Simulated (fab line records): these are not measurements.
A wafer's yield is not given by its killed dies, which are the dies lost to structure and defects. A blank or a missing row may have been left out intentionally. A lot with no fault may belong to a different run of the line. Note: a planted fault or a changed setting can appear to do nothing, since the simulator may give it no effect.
fab line records	flow n5-finfet
[record] lots = 9	wafers = 27	last-day = 19
route steps=1938 shown BEOL_M9@1417 PASSIVATION@1936
lots with no fault: from the same line, run without faults
start-h: the number of hours between the record's first day and the start of the first shown wafer of the lot	wait-h: hours since the lot's step before	" identical to the entry in the row above	L1.1+2: several wafers, shown together as one row	- value missing, or start not given	* or withheld: withheld	< > ~ a bound
route shown NAME@n: a module of which the file shows steps, and the number in the route of the first	usual: mean/standard deviation taken from wafers without a fault	same: alike in all rows	chamber/n: place in a boat	sites: readings site by site	_std_site: standard deviation of those values	_edge_site: mean of outer sites minus mean of inner sites	radius-mm: how far each site lies from the wafer's centre	mask NAME#n: copy n	behind: the tool/chamber that last shaped the wafer	hold: why the lot was held/for how many hours/how that ended	device: the transistor (n, p or np) that didn't switch	end of line: tests run on the same wafers once the route is complete	a step without rows: its recipe alone	killed: at the first sort, the dies lost to defects and structure; wafer yield is something else	map: per-die view of a wafer (x killed, . not killed, _ where there is no die)
set.NAME: the run value of the setting; set.NAME@STEP: its run value at that earlier step	model.NAME: the simulator's own value behind a step, which no gauge read
the route's steps for a sample of lots (tables are steps, rows are wafers)
services: the hour from which a tool's chamber was out of use, counted from the record's first day as start-h (under 0 if before that day), plus the number of hours and why
[[steps]]
[step N5_BEOL_M9_DESCUM_16]
[recipe] chemistry = O2	time-s = 7.9	source-power-w = 50	bias-power-w = 20	pressure-mtorr = 20	rf-frequency-hz = 2.712e+07	temp-c = 40	resist = CAR-ArF	o2-flow-sccm = 225
[usual] bias-power-w = 20.00/0.061	drypump-motor-current-A = 5.5/0.52	oes-product-au = 0.78/0.085	rf-vpp-V = 243.3/1.4	showerhead-plenum-p-Torr = 2.10/0.078	throttle-valve-pct = 20.54/0.2
[same] time-s = 7.9
lot.wafer	tool	chamber	start-h	wait-h	bias-power-w	drypump-motor-current-A	oes-product-au	rf-hours-counter-h	rf-vpp-V	showerhead-plenum-p-Torr	throttle-valve-pct
L724.2	rie-diel-04	1	238.59	0.0	20.07	4.9	0.74	173	245.5	2.14	20.69
L724.4	"	2	"	"	20.05	5.1	0.71	207	241.6	1.99	20.46
L724.6	"	2	"	"	19.98	5.1	0.70	-	242.8	1.99	20.47
L727.2	rie-diel-05	1	244.41	0.1	20.00	5.6	0.82	72	244.9	2.22	20.64
L727.4	"	0	"	"	20.07	5.8	0.82	83	245.3	2.23	20.47
L727.6	"	1	"	"	19.95	5.6	0.82	-	245.0	2.22	20.64
L729.1	rie-diel-03	2	264.64	0.0	19.97	6.1	0.96	10	244.4	2.15	20.09
L729.3	"	1	"	"	20.07	6.0	0.69	191	244.4	2.09	20.70
L729.5	"	3	"	"	19.86	6.3	0.90	-	241.6	2.05	20.67
L733.2	rie-diel-03	2	298.47	0.0	19.93	6.2	0.91	19	244.0	2.15	20.10
L733.5	"	3	"	"	19.96	6.3	0.89	-	242.1	2.05	20.67
L733.6	"	0	"	"	20.07	4.9	0.73	-	240.2	2.00	20.82
L736.2	rie-diel-03	2	306.42	0.1	20.03	6.2	0.92	21	244.7	2.14	20.11
L736.3	"	3	"	"	20.02	6.3	0.90	43	243.0	2.05	20.67
L736.6	"	0	"	"	20.03	4.9	0.73	-	241.6	2.00	20.82
L735.1	rie-diel-05	3	307.96	0.0	20.04	6.1	0.84	67	242.7	2.05	20.25
L735.3	"	0	"	"	20.05	5.8	0.81	102	245.9	2.22	20.50
L735.5	"	0	"	"	20.04	5.8	0.81	-	245.0	2.22	20.50
L740.2	rie-diel-03	3	320.17	0.0	19.98	6.3	0.88	47	243.2	2.05	20.69
L740.5	"	1	"	"	19.99	6.1	0.69	-	242.7	2.08	20.72
L740.6	"	0	"	"	20.00	4.9	0.73	-	243.2	2.00	20.83
L743.3	rie-diel-04	2	362.89	0.2	20.04	5.1	0.67	247	241.7	1.97	20.52
L743.5	"	0	"	"	19.95	5.3	0.69	-	243.1	2.07	20.31
L743.6	"	2	"	"	20.00	5.1	0.67	-	243.1	1.97	20.53
L746.3	rie-diel-04	3	382.78	0.0	20.06	4.9	0.72	218	244.8	2.13	20.56
L746.4	"	3	"	"	20.01	4.9	0.71	-	244.2	2.13	20.54
L746.5	"	1	"	"	20.01	4.9	0.70	-	244.6	2.13	20.76
[step N5_BEOL_M9_EXPOSE_25]
[recipe] mask-id = V8	na = 0.33	source-shape = annular	sigma-inner = 0.4	sigma-outer = 0.8	polarization = unpolarized	dose-mj = 37.25
[usual] reticle-temp-C = 23.00/0.11
lot.wafer	tool	chamber	start-h	wait-h	mask	reticle-temp-C
L724.2	euv-scanner-01	0	239.25	-	V8#0	22.83
L724.4	"	0	"	"	V8#0	23.02
L724.6	"	0	"	"	V8#0	22.85
L727.2	euv-scanner-01	0	246.81	-	V8#0	22.98
L727.4	"	0	"	"	V8#0	22.89
L727.6	"	0	"	"	V8#0	22.91
L729.1	euv-scanner-01	0	268.49	-	V8#0	23.09
L729.3	"	0	"	"	V8#0	23.09
L729.5	"	0	"	"	V8#0	23.06
L733.2	euv-scanner-01	0	300.86	-	V8#0	23.06
L733.5	"	0	"	"	V8#0	23.07
L733.6	"	0	"	"	V8#0	23.00
L736.2	euv-scanner-02	0	307.57	-	V8#0	23.14
L736.3	"	0	"	"	V8#0	22.92
L736.6	"	0	"	"	V8#0	23.08
L735.1	euv-scanner-01	0	309.38	-	V8#0	22.92
L735.3	"	0	"	"	V8#0	22.91
L735.5	"	0	"	"	V8#0	22.87
L740.2	euv-scanner-01	0	322.93	-	V8#0	22.77
L740.5	"	0	"	"	V8#0	23.09
L740.6	"	0	"	"	V8#0	23.02
L743.3	euv-scanner-02	0	364.22	-	V8#0	23.12
L743.5	"	0	"	"	V8#0	22.80
L743.6	"	0	"	"	V8#0	23.07
L746.3	euv-scanner-02	0	384.64	-	V8#0	23.11
L746.4	"	0	"	"	V8#0	22.92
L746.5	"	0	"	"	V8#0	22.93
[step N5_BEOL_M9_OVL_MEAS_29]
[recipe] points-per-wafer = 522
[usual] V8_OVL = 0.0/0.64
lot.wafer	tool	chamber	start-h	wait-h	V8_OVL[nm]
L724.2	overlay-01	0	239.41	0.0	0.3
L724.4	"	0	"	"	1.2
L724.6	"	0	"	"	0.4
L727.2	overlay-01	0	246.97	0.0	0.3
L727.4	"	0	"	"	0.2
L727.6	"	0	"	"	-0.4
L729.1	overlay-02	0	268.64	0.0	1.1
L729.3	"	0	"	"	0.8
L729.5	"	0	"	"	0.5
L733.2	overlay-02	0	301.02	0.0	0.5
L733.5	"	0	"	"	0.1
L733.6	"	0	"	"	0.7
L736.2	overlay-01	0	307.73	0.0	0.1
L736.3	"	0	"	"	0.9
L736.6	"	0	"	"	0.4
L735.1	overlay-02	0	309.54	0.0	6.0
L735.3	"	0	"	"	5.2
L735.5	"	0	"	"	5.4
L740.2	overlay-01	0	323.09	0.0	4.1
L740.5	"	0	"	"	4.6
L740.6	"	0	"	"	5.0
L743.3	overlay-02	0	364.38	0.0	0.5
L743.5	"	0	"	"	0.3
L743.6	"	0	"	"	-0.4
L746.3	overlay-01	0	384.80	0.0	-0.3
L746.4	"	0	"	"	-1.4
L746.5	"	0	"	"	-0.1
[step N5_BEOL_M9_STRIP_36]
[recipe] chemistry = N2/H2	power-w = 450	temp-c = 40	pressure-mtorr = 20	rf-frequency-hz = 6e+07	overash-fraction = 0.3	bias-power-w = 7	h2-frac = 0.5	n2-flow-sccm = 200	h2-flow-sccm = 200
[usual] bias-power-w = 6.999/0.023	drypump-motor-current-A = 5.5/0.5	oes-product-au = 0.79/0.084	rf-vpp-V = 59.3/1.6	showerhead-plenum-p-Torr = 2.56/0.1	throttle-valve-pct = 23.63/0.3
[same] overash-fraction = 0.3
lot.wafer	tool	chamber	start-h	wait-h	bias-power-w	drypump-motor-current-A	oes-product-au	rf-hours-counter-h	rf-vpp-V	showerhead-plenum-p-Torr	throttle-valve-pct
L724.2	rie-diel-05	2	239.81	0.0	7.003	5.0	0.91	30	61.7	2.69	23.67
L724.4	"	0	"	"	7.027	5.8	0.82	82	56.6	2.68	23.41
L724.6	"	2	"	"	7.034	5.0	0.92	-	59.5	2.69	23.69
L727.2	rie-diel-03	1	247.30	0.0	6.974	6.1	0.70	185	59.0	2.52	23.83
L727.4	"	3	"	"	7.008	6.3	0.92	25	58.4	2.47	23.62
L727.6	"	2	"	"	6.983	6.2	0.98	-	57.9	2.60	23.07
L729.1	rie-diel-04	2	268.98	0.0	7.005	5.1	0.69	216	56.1	2.39	23.42
L729.3	"	0	"	"	6.988	5.3	0.72	179	60.0	2.54	23.41
L729.5	"	3	"	"	6.985	4.9	0.73	-	60.2	2.62	23.81
L733.2	rie-diel-05	1	301.35	0.0	6.993	5.6	0.81	90	58.0	2.67	23.64
L733.5	"	2	"	"	6.940	5.0	0.88	-	59.7	2.68	23.70
L733.6	"	1	"	"	6.959	5.6	0.80	-	58.9	2.67	23.63
L736.2	rie-diel-04	3	308.06	0.0	6.995	4.9	0.72	201	63.2	2.61	23.81
L736.3	"	1	"	"	7.016	4.9	0.72	193	58.2	2.62	24.24
L736.6	"	3	"	"	7.004	4.9	0.71	-	58.4	2.61	23.83
L735.1	rie-diel-05	1	309.87	0.0	7.012	5.6	0.79	93	57.9	2.67	23.62
L735.3	"	0	"	"	7.010	5.8	0.80	103	54.8	2.67	23.47
L735.5	"	2	"	"	6.978	5.0	0.88	-	60.6	2.68	23.72
L740.2	rie-diel-04	3	323.42	0.0	7.007	4.9	0.73	202	61.8	2.61	23.79
L740.5	"	2	"	"	7.017	5.1	0.68	-	60.4	2.39	23.45
L740.6	"	1	"	"	7.008	4.9	0.71	-	59.5	2.62	24.26
L743.3	rie-diel-03	0	364.70	0.0	7.007	4.9	0.72	216	58.2	2.41	23.93
L743.5	"	3	"	"	6.981	6.3	0.85	-	57.3	2.45	23.66
L743.6	"	0	"	"	6.976	4.9	0.71	-	58.6	2.41	23.93
L746.3	rie-diel-04	1	385.29	0.0	6.994	5.0	0.70	216	58.2	2.61	24.26
L746.4	"	1	"	"	7.034	5.0	0.70	-	60.2	2.61	24.28
L746.5	"	0	"	"	6.999	5.3	0.69	-	57.4	2.52	23.45
[step N5_BEOL_M9_TRENCH_ETCH_37]
[recipe] chemistry = C4F6/O2	target-depth-a = 1514.3	target = SiCOH_lowk	time-s = 49	ion-energy-ev = 250	pressure-mtorr = 30	source-w = 345	bias-w = 185	Ar_flow_sccm = 300	C4F6_flow_sccm = 10	O2_flow_sccm = 10
[usual] drypump-motor-current-A = 5.5/0.51	oes-product-au = 0.79/0.085	rf-vpp-V = 669/10	showerhead-plenum-p-Torr = 2.87/0.1	throttle-valve-pct = 21.00/0.27
[same] time-s = 49
lot.wafer	tool	chamber	start-h	wait-h	drypump-motor-current-A	oes-product-au	rf-hours-counter-h	rf-vpp-V	showerhead-plenum-p-Torr	throttle-valve-pct
L724.2	rie-diel-05	2	-	-	5.0	0.91	30	677	3.01	21.01
L724.4	"	0	"	"	5.8	0.82	82	656	2.98	20.77
L724.6	"	2	"	"	5.0	0.91	-	675	3.01	21.00
L727.2	rie-diel-03	1	-	-	6.0	0.70	185	660	2.83	21.12
L727.4	"	3	"	"	6.3	0.91	25	655	2.82	21.28
L727.6	"	2	"	"	6.1	0.97	-	682	2.91	20.51
L729.1	rie-diel-04	2	-	-	5.1	0.70	216	650	2.71	20.99
L729.3	"	0	"	"	5.3	0.72	179	678	2.82	20.67
L729.5	"	3	"	"	4.9	0.74	-	680	2.93	21.06
L733.2	rie-diel-05	1	-	-	5.6	0.80	90	674	3.00	21.19
L733.5	"	2	"	"	5.0	0.88	-	675	3.00	21.04
L733.6	"	1	"	"	5.6	0.81	-	670	3.00	21.17
L736.2	rie-diel-04	3	-	-	4.9	0.72	201	679	2.92	21.08
L736.3	"	1	"	"	4.9	0.71	193	675	2.95	21.45
L736.6	"	3	"	"	4.9	0.72	-	679	2.92	21.09
L735.1	rie-diel-05	1	-	-	5.6	0.80	93	673	3.00	21.19
L735.3	"	0	"	"	5.8	0.79	103	655	2.97	20.80
L735.5	"	2	"	"	5.0	0.88	-	677	3.00	21.04
L740.2	rie-diel-04	3	-	-	4.9	0.72	202	677	2.92	21.09
L740.5	"	2	"	"	5.1	0.68	-	650	2.70	21.00
L740.6	"	1	"	"	4.9	0.71	-	676	2.95	21.43
L743.3	rie-diel-03	0	-	-	4.9	0.71	216	667	2.70	21.27
L743.5	"	3	"	"	6.3	0.86	-	655	2.80	21.32
L743.6	"	0	"	"	4.9	0.72	-	667	2.70	21.28
L746.3	rie-diel-04	1	-	-	4.9	0.69	216	673	2.94	21.48
L746.4	"	1	"	"	4.9	0.69	-	674	2.94	21.47
L746.5	"	0	"	"	5.3	0.69	-	678	2.81	20.70
[step N5_PASSIVATION_PROBE_49]
[usual] defect-limited-yield = 91.4/1.5	killed_at_M0_to_M3 = 35/12	killed_at_M4_up = 13/5.8	killed-at-contacts = 12/5.5	killed-at-front-end = 36/9.9	killed-at-other = 4/3.7	killed-dies = 101/18	killed-open = 66/13	killed-short = 33/8	sort_bin_4_leakage = 0.00/0.016	sort_bin_5_function = 5.0/1	sort_bin_6_memory = 3.2/0.67	sort-n-pass = 1079/18	sort-yield-pct = 91.4/1.5
[same] gross-dies = 1180	killed-at-back-side = 0	sort_bin_8_speed[%] = 0
lot.wafer	tool	chamber	start-h	wait-h	defect-limited-yield[%]	killed_at_M0_to_M3	killed_at_M4_up	killed-at-contacts	killed-at-front-end	killed-at-other	killed-dies	killed-open	killed-short	sort_bin_4_leakage[%]	sort_bin_5_function[%]	sort_bin_6_memory[%]	sort-n-pass	sort-yield-pct[%]
L736.3	prober-02	-	372.20	0.1	91.4	32	10	10	43	7	102	66	34	0	4.0	4.5	1078	91.4
// killed by level:class
L736.3 MOL_CONTACT_COAG:geometric-particle:open=9 FIN_SAQP:geometric-particle:open=9 FIN_SAQP:geometric-particle:short=6 BEOL_M0_SAQP:geometric-particle:open=6 BEOL_M1:geometric-particle:open=6 BEOL_M2:geometric-particle:open=6 ILD0:geometric-particle:short=5 DUMMY_GATE:geometric-particle:open=4
[[services]]
tool	chamber	start-h	hours	kind
rie-diel-04	2	216.19	9.9	repair
rie-diel-03	2	216.52	-	clean
rie-diel-03	2	216.52	-	consumable-replace:focus-ring
rie-diel-03	2	216.52	17.4	scheduled-down
euv-scanner-01	-	222.96	1.0	pm
euv-scanner-01	-	245.35	0.8	repair
rie-diel-05	3	251.62	3.5	repair
rie-diel-03	-	253.91	0.7	repair
euv-scanner-01	-	279.11	1.0	pm
euv-scanner-02	-	284.83	1.0	pm
euv-scanner-02	-	293.37	0.6	repair
euv-scanner-02	-	308.93	2.1	repair
rie-diel-04	3	309.13	11.7	repair
euv-scanner-02	-	312.83	4.6	pm
euv-scanner-01	-	317.43	4.6	pm
rie-diel-04	1	326.22	4.5	repair
euv-scanner-01	-	335.27	1.0	pm
euv-scanner-02	-	340.95	1.0	pm
rie-diel-04	3	358.52	5.5	repair
rie-diel-04	2	371.62	-	clean
rie-diel-04	2	371.62	-	consumable-replace:focus-ring
rie-diel-04	2	371.62	-	consumable-replace:showerhead
rie-diel-04	2	371.62	24.5	scheduled-down
rie-diel-04	2	371.62	24.5	vent-cycle
[[key]]
[first-sign] step = N5_BEOL_M9_OVL_MEAS_29	reading = V8_OVL	direction = up	sigmas = 7.9	usual = 0.0	struck = 5.0
effect none on later readings
met-at N5_BEOL_M9_EXPOSE_25
struck-lots L735,L740
not-acting-at N5_BEOL_M9_DESCUM_16,N5_BEOL_M9_STRIP_36,N5_BEOL_M9_TRENCH_ETCH_37
onset-between 300.86 309.38
[fault] kind = scanner-matching-overlay	tool = euv-scanner-01	chamber = -	onset-h = 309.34	steps = N5_BEOL_M9_EXPOSE_25	offset = 5.3647
